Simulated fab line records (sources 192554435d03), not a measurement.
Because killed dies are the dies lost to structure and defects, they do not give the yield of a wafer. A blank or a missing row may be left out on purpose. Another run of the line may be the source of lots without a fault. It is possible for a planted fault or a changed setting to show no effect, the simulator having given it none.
Matching of chambers + flow n5Finfet + N5_HKMG_FIN_HK_ALD_01 on aldHk-01: 4 sister chambers
The step deposits HfO2, target thk 1.6 nm, pulse time 3 s, purge time 3 s. 16 wafers are shown with their chamber, then 8 later ones without.

WAFERS, EACH WITH ITS CHAMBER
| wafer  | chamber | precursorPulseHeightRel |
|--------|---------|-------------------------|
| L080.2 | 2       | 0.961                   |
| L080.4 | 3       | 0.999                   |
| L080.6 | 2       | 0.969                   |
| L081.2 | 1       | 1.000                   |
| L081.3 | 2       | 0.982                   |
| L081.4 | 0       | 1.003                   |
| L083.1 | 0       | 0.986                   |
| L083.4 | 2       | 0.974                   |
| L083.5 | 0       | 0.989                   |
| L085.2 | 2       | 0.985                   |
| L085.3 | 0       | 0.976                   |
| L085.6 | 0       | 1.000                   |
| L089.2 | 2       | 1.017                   |
| L089.5 | 0       | 1.011                   |
| L089.6 | 1       | 1.003                   |
| L090.2 | 1       | 0.992                   |

SIGNATURES (averages over the wafers above)
| reading                 | chamber 0 | chamber 1 | chamber 2 | chamber 3 | scatter within a chamber |
|-------------------------|-----------|-----------|-----------|-----------|--------------------------|
| precursorPulseHeightRel | 0.99417   | 0.99833   | 0.98133   | 0.99900   | 0.0152                   |
Rule: a wafer's distance from a chamber is the root of the sum, over the readings, of the square of ((its reading less the chamber's mean) divided by the reading's scatter). The wafer belongs to the nearest chamber; if the next one is less than 2 further off, it can't be placed. The scatter: the root of (the sum of the squares of (reading less its chamber's mean) over the shown wafers, divided by (wafers less chambers)).

WAFERS WITHOUT THEIR CHAMBER
| wafer  | precursorPulseHeightRel |
|--------|-------------------------|
| L090.3 | 1.009                   |
| L090.5 | 1.013                   |
| L094.2 | 0.984                   |
| L094.4 | 1.014                   |
| L094.6 | 1.022                   |
| L096.1 | 1.024                   |
| L096.5 | 1.018                   |
| L096.6 | 1.013                   |

WHICH CHAMBER EACH ONE RAN IN
| wafer  | from the rows above               | in truth |
|--------|-----------------------------------|----------|
| L090.3 | can't be placed: 3 or 1 or 0 or 2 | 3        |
| L090.5 | can't be placed: 3 or 1 or 0 or 2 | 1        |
| L094.2 | can't be placed: 2 or 0 or 1 or 3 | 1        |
| L094.4 | can't be placed: 3 or 1 or 0 or 2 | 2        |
| L094.6 | can't be placed: 3 or 1 or 0 or 2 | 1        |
| L096.1 | can't be placed: 3 or 1 or 0 or 2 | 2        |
| L096.5 | can't be placed: 3 or 1 or 0 or 2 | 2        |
| L096.6 | can't be placed: 3 or 1 or 0 or 2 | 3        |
Placed correctly: 0 of 8. Cannot be placed on the basis of these rows: 8; the candidates contain the true chamber in 8. Number placed wrongly: 0.
